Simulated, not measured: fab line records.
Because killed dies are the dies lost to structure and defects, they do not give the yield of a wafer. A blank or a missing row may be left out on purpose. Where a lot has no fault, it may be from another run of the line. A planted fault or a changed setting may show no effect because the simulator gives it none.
Chamber matching || flow n5Finfet || aldMetal-04 running N5_BEOL_M11_ALD_74: 4 sister chambers
The step deposits TaN, target thk 2 nm, pulse time 2 s, purge time 3 s. 8 wafers are shown with their chamber, then 10 later ones without.

WAFERS WITH THEIR CHAMBER
{"wafer": "L079.2", "chamber": 1, "heaterPowerW (W)": 431, "mfcCarrierSccm (sccm)": 1499}
{"wafer": "L080.2", "chamber": 1, "heaterPowerW (W)": 426, "mfcCarrierSccm (sccm)": 1497}
{"wafer": "L080.3", "chamber": 2, "heaterPowerW (W)": 508, "mfcCarrierSccm (sccm)": 1502}
{"wafer": "L080.6", "chamber": 0, "heaterPowerW (W)": 442, "mfcCarrierSccm (sccm)": 1512}
{"wafer": "L082.4", "chamber": 2, "heaterPowerW (W)": 502, "mfcCarrierSccm (sccm)": 1498}
{"wafer": "L082.5", "chamber": 3, "heaterPowerW (W)": 360, "mfcCarrierSccm (sccm)": 1504}
{"wafer": "L086.4", "chamber": 3, "heaterPowerW (W)": 365, "mfcCarrierSccm (sccm)": 1498}
{"wafer": "L086.5", "chamber": 0, "heaterPowerW (W)": 433, "mfcCarrierSccm (sccm)": 1503}

WAFERS WITHOUT THEIR CHAMBER
{"wafer": "L086.6", "heaterPowerW (W)": 435, "mfcCarrierSccm (sccm)": 1492}
{"wafer": "L089.3", "heaterPowerW (W)": 429, "mfcCarrierSccm (sccm)": 1496}
{"wafer": "L089.4", "heaterPowerW (W)": 360, "mfcCarrierSccm (sccm)": 1499}
{"wafer": "L089.5", "heaterPowerW (W)": 504, "mfcCarrierSccm (sccm)": 1504}
{"wafer": "L088.2", "heaterPowerW (W)": 509, "mfcCarrierSccm (sccm)": 1502}
{"wafer": "L088.3", "heaterPowerW (W)": 369, "mfcCarrierSccm (sccm)": 1497}
{"wafer": "L088.5", "heaterPowerW (W)": 436, "mfcCarrierSccm (sccm)": 1498}
{"wafer": "L096.4", "heaterPowerW (W)": 448, "mfcCarrierSccm (sccm)": 1498}
{"wafer": "L096.5", "heaterPowerW (W)": 420, "mfcCarrierSccm (sccm)": 1505}
{"wafer": "L096.6", "heaterPowerW (W)": 441, "mfcCarrierSccm (sccm)": 1499}

WHICH CHAMBER EACH ONE RAN IN
{"wafer": "L086.6", "from the rows above": "can't be placed: 1 or 0", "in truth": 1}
{"wafer": "L089.3", "from the rows above": 1, "in truth": 1}
{"wafer": "L089.4", "from the rows above": 3, "in truth": 3}
{"wafer": "L089.5", "from the rows above": 2, "in truth": 2}
{"wafer": "L088.2", "from the rows above": 2, "in truth": 2}
{"wafer": "L088.3", "from the rows above": 3, "in truth": 3}
{"wafer": "L088.5", "from the rows above": "can't be placed: 1 or 0", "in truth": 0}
{"wafer": "L096.4", "from the rows above": "can't be placed: 0 or 1", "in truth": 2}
{"wafer": "L096.5", "from the rows above": "can't be placed: 1 or 0", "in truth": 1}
{"wafer": "L096.6", "from the rows above": "can't be placed: 0 or 1", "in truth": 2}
5 of 10 placed correctly. From these rows, 5 cannot be placed; in 3 the true chamber is one of the candidates. 0 placed wrongly.
How it was worked out, from the rows above alone: a wafer's distance from a chamber is the root of the sum, over the readings, of the square of ((its reading less the chamber's mean) divided by the reading's scatter). The wafer belongs to the nearest chamber; if the next one is less than 2 further off, it can't be placed. For every chamber, the mean is computed from those of its wafers that are shown. The scatter: take each reading less its chamber's mean, square it, sum over the shown wafers, divide by the number of wafers less the number of chambers, and take the root.
